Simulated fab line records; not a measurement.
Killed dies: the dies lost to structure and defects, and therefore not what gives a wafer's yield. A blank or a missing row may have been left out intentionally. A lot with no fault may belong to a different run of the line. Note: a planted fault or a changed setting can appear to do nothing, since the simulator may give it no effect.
Which of the tools did it? + flow nand_harc + at 1 step of a route of 1302, 24 lots with 72 wafers sampled

## WHAT THE GAUGES SHOWED, per wafer
NHARC_P_M0_OVL_MEAS_10: pitch 180 nm.
| lot  | measured     | on         | overlay_x_nm (nm) | overlay_y_nm (nm) |
|------|--------------|------------|-------------------|-------------------|
| L074 | day 5 21:38  | overlay-02 | 0.7 0.7 0.6       | 1.2 0.5 1.4       |
| L075 | day 6 11:04  | overlay-01 | -0.7 -0.8 -0.2    | -0.1 -0.5 -0.1    |
| L076 | day 6 21:17  | overlay-02 | 1.7 1.1 1.2       | 0.9 0.6 0.5       |
| L077 | day 7 10:20  | overlay-02 | 2.1 1.9 1.6       | -0.2 -0.7 0.2     |
| L078 | day 7 14:56  | overlay-01 | -0.4 -0.1 -0.5    | 1.5 2.1 1.5       |
| L079 | day 8 03:07  | overlay-01 | 0.0 -0.4 0.2      | -1.3 -1.1 -1.6    |
| L080 | day 8 12:10  | overlay-02 | -1.0 -1.1 -0.4    | -0.4 -0.8 -0.1    |
| L081 | day 8 23:55  | overlay-01 | 0.3 -0.2 -0.1     | -0.9 -1.0 -0.4    |
| L082 | day 9 11:41  | overlay-02 | 1.5 0.6 1.3       | -0.6 0.1 0.0      |
| L083 | day 9 15:32  | overlay-01 | -0.6 0.3 0.6      | -0.3 -0.2 -0.8    |
| L084 | day 10 09:31 | overlay-02 | 0.6 0.0 0.2       | 0.4 0.8 1.4       |
| L085 | day 10 15:19 | overlay-02 | 1.4 2.1 1.4       | 0.9 0.2 0.3       |
| L086 | day 11 06:19 | overlay-01 | 0.3 0.5 0.0       | -0.3 -0.7 -0.4    |
| L087 | day 11 07:33 | overlay-01 | -1.3 -1.3 -1.3    | -0.4 -0.2 -0.3    |
| L089 | day 12 12:16 | overlay-02 | -1.1 -0.9 -0.6    | -0.6 -0.2 -0.5    |
| L088 | day 12 13:09 | overlay-01 | -0.2 0.4 0.1      | -1.0 -1.0 -0.9    |
| L091 | day 13 07:34 | overlay-01 | -0.9 -0.5 -0.2    | 0.5 0.8 0.6       |
| L090 | day 13 08:21 | overlay-02 | -0.6 -0.6 -0.4    | 1.2 1.8 1.7       |
| L092 | day 14 00:19 | overlay-01 | 0.8 0.7 0.3       | -0.1 -0.1 -0.3    |
| L094 | day 14 11:21 | overlay-02 | 0.2 0.0 0.7       | -0.5 -0.6 -0.1    |
| L095 | day 14 12:13 | overlay-02 | -0.1 0.2 0.5      | -0.6 -0.3 -1.0    |
| L093 | day 14 17:25 | overlay-01 | -0.8 -0.7 -1.1    | -0.1 -0.7 0.0     |
| L096 | day 15 02:21 | overlay-02 | 1.1 0.5 1.1       | -0.3 -0.6 -1.1    |
| L097 | day 15 13:55 | overlay-02 | 0.9 0.6 0.7       | 0.6 0.4 0.4       |

## WHAT TOOL EACH LOT RAN ON (gives the tool, then ch and the chambers of the sampled wafers, and finally the start)
Before these readings, the record contains no process step.

## WHAT THE TOOLS THEMSELVES READ (means of the sampled wafers that have a number; where no wafer has one, the mark that the record gives instead)
The record holds no such reading with a usual standard deviation.

## THE ANSWER, worked out from the rows above alone
Rule: the lots themselves supply what counts as usual. The widest of any qualifying gaps counts: lots, ordered by their means at a reading, are off when they make up no more than a third of the lots, leave a main group of 4 or more, and stand apart from it by 3 or more times the standard deviation of that group's means. A main group is skipped when, at the precision printed for the reading in the tables above, its means are all equal. A lot without any number at a reading at which 4 lots or more have one is off too. Any other lot the step has rows for is counted as sound. After the gauges, taken in route order, come the tools' own readings; for these a lot's mean is taken, as printed above. The first step at which some lot is off is used, and at that step the reading that is off furthest; a lot without a number counts as furthest.
Nothing can be told from this: no lot is off at any reading shown.

## WHAT HAD BEEN PUT IN BY THE SIMULATOR
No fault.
